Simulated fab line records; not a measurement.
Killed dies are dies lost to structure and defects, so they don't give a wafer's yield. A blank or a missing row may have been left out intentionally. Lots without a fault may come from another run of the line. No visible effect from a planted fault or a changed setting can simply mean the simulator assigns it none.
Split-lot experiment | flow n5-finfet | route with 1938 steps; 7 lots, 21 wafers read

== THE SPLIT ==
At N5_BEOL_M4_DESCUM_33 (chemistry O2, time 7 s), the setting time-s was moved away from the recipe's 7 s on 6 of the 21 wafers read, by +13.0% to +18.2%. All remaining wafers had this setting at the recipe value.

== FROM THE SPLIT TO THE READING: what the file shows between them, 3 steps ==
- N5_BEOL_M4_ETCH_77: etches underlayer in N2/H2, target depth 6.5 nm, time 5.2 s
- N5_BEOL_M4_ETCH_69: etches SiARC in CF4, target depth 15.6 nm, time 26 s
- N5_BEOL_M4_ALD_98: deposits SiO2, target thk 2.5 nm, pulse time 1 s, co reactant pulse time 1 s

== THE READING ==
CAR-EUV_of_BEOL_M4_COAT_22.thk-nm (the simulator's own value, which no gauge read), in nm, at N5_BEOL_M4_ETCHBACK_99 (etches SiO2 in CHF3, target depth 5 nm, time 10.4 s). There is no usual value for it anywhere in the file. Here, 15 wafers ran the recipe; their average is 10.4 nm with a standard deviation of 0.11 nm.

wafer  | tool, chamber at the split | time-s as run, s | against the recipe | CAR-EUV_of_BEOL_M4_COAT_22.thk-nm, nm | against lot-mates on the recipe
L075.2 | rie-diel-03, 1,2           | 8.277            | +18.2%             | 9.8                                   | -0.6
L075.4 | rie-diel-03, 1,2           | 8.277            | +18.2%             | 9.8                                   | -0.6
L075.6 | rie-diel-03, 0             | 7                | recipe             | 10.4                                  | -
L078.1 | rie-diel-03, 2             | 7                | recipe             | 10.4                                  | -
L078.4 | rie-diel-03, 1             | 7                | recipe             | 10.4                                  | -
L078.6 | rie-diel-03, 2             | 7                | recipe             | 10.4                                  | -
L082.2 | rie-diel-04, 1,2           | 7.91             | +13.0%             | 9.8                                   | -0.6
L082.3 | rie-diel-04, 1,2           | 7.91             | +13.0%             | 9.8                                   | -0.6
L082.6 | rie-diel-04, 3             | 7                | recipe             | 10.4                                  | -
L084.1 | rie-diel-04, 0,3,2         | 7                | recipe             | 10.6                                  | -
L084.2 | rie-diel-04, 0,3,2         | 7                | recipe             | 10.4                                  | -
L084.3 | rie-diel-04, 0,3,2         | 7                | recipe             | 10.4                                  | -
L087.4 | rie-diel-06, 1             | 7                | recipe             | 10.6                                  | -
L087.5 | rie-diel-06, 0,3           | 8.095            | +15.6%             | 10                                    | -0.6
L087.6 | rie-diel-06, 0,3           | 8.095            | +15.6%             | 10                                    | -0.6
L093.2 | rie-diel-06, 0             | 7                | recipe             | 10.4                                  | -
L093.5 | rie-diel-06, 3,1           | 7                | recipe             | 10.4                                  | -
L093.4 | rie-diel-06, 3,1           | 7                | recipe             | 10.2                                  | -
L096.1 | rie-diel-04, 3,0           | 7                | recipe             | 10.6                                  | -
L096.5 | rie-diel-04, 3,0           | 7                | recipe             | 10.6                                  | -
L096.4 | rie-diel-04, 3             | 7                | recipe             | 10.4                                  | -
Where a row lists several chambers, the file gives one row for several wafers and doesn't say which wafer went through which chamber.

FIT RESULTS
A straight line over all 21 wafers: CAR-EUV_of_BEOL_M4_COAT_22.thk-nm changes by -0.0357 nm for each +1% of time-s; r = -0.92; the points scatter about the line by 0.12 nm.
The same after taking each lot's own level away (the mean of its wafers on the recipe; 21 wafers): -0.0374 nm for each +1%; r = -0.96; scatter 0.079 nm.
On that fit, the largest move of time-s shifts the reading by 0.68 nm.
The span of the lots' own levels, 10.33 to 10.60 nm, comes to 2.5 times the standard deviation stated above.
The two slopes are in agreement: the lot-to-lot level therefore moves the slope only a little.
Check: with one of the wafers moved furthest among these (+18.2%) left out of the fit, the line predicts -0.712 nm for it against its lot-mates. It came out at -0.6 nm against them.

== THE WHOLE CHAIN: every reading that the file lists as answering this split, in the file's order ==
step                   | what it does                                                | reading                                                                            | change (the file's fit)                | r (the file's)
N5_BEOL_M4_DESCUM_33   | chemistry O2, time 7 s                                      | CAR-EUV_of_BEOL_M4_COAT_22.thk-nm (the simulator's own value, which no gauge read) | -0.0342 nm for each +1% of the setting | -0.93
N5_BEOL_M4_ETCH_77     | etches underlayer in N2/H2, target depth 6.5 nm, time 5.2 s | CAR-EUV_of_BEOL_M4_COAT_22.thk-nm (the simulator's own value, which no gauge read) | -0.0363 nm for each +1% of the setting | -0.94
N5_BEOL_M4_ETCHBACK_99 | etches SiO2 in CHF3, target depth 5 nm, time 10.4 s         | CAR-EUV_of_BEOL_M4_COAT_22.thk-nm (the simulator's own value, which no gauge read) | -0.0377 nm for each +1% of the setting | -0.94

== FILE'S OWN FIT ==
CAR-EUV_of_BEOL_M4_COAT_22.thk-nm changes by -0.0377 nm for each +1% of time-s, r = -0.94.
